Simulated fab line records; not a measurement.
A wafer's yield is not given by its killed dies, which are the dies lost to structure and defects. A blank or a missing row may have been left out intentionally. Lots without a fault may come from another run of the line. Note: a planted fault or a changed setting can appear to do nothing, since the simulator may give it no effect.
Matching of chambers ; flow n5Finfet ; N5_BEOL_M0_STRIP_140 on rieDiel-03: 4 sister chambers
The step strips in CF4. 4 wafers are shown with their chamber, then 7 later ones without.

== EACH WAFER AND ITS CHAMBER ==
wafer;chamber;showerheadPlenumPTorr (Torr)
L083.4;3;1.83
L083.6;1;1.76
L085.1;2;1.82
L085.3;0;1.69

== WAFERS MISSING THEIR CHAMBER ==
wafer;showerheadPlenumPTorr (Torr)
L085.5;1.69
L092.1;1.82
L092.3;1.82
L092.4;1.81
L093.2;1.81
L093.4;1.89
L093.5;1.81

== EACH ONE'S CHAMBER ==
wafer;from the rows above;in truth
L085.5;0;0
L092.1;can't be placed: 2 or 3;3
L092.3;can't be placed: 2 or 3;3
L092.4;can't be placed: 2 or 3 or 1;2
L093.2;can't be placed: 2 or 3 or 1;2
L093.4;can't be placed: 3 or 2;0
L093.5;can't be placed: 2 or 3 or 1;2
1 of 7 placed correctly. These rows do not allow placing 6 (true chamber among the candidates in 5). Placed wrongly: 0.
How it was worked out, from the rows above alone: a wafer's distance from a chamber is the root of the sum, over the readings, of the square of ((its reading less the chamber's mean) divided by the reading's scatter). If the next closest chamber is less than 2 further off than the closest, the wafer can't be placed; otherwise it belongs to the closest. Each chamber's mean is taken over the wafers shown for it. The scatter (one wafer shown for each chamber): square how far every hidden wafer sits from the nearest shown wafer, average those squares and take the square root.
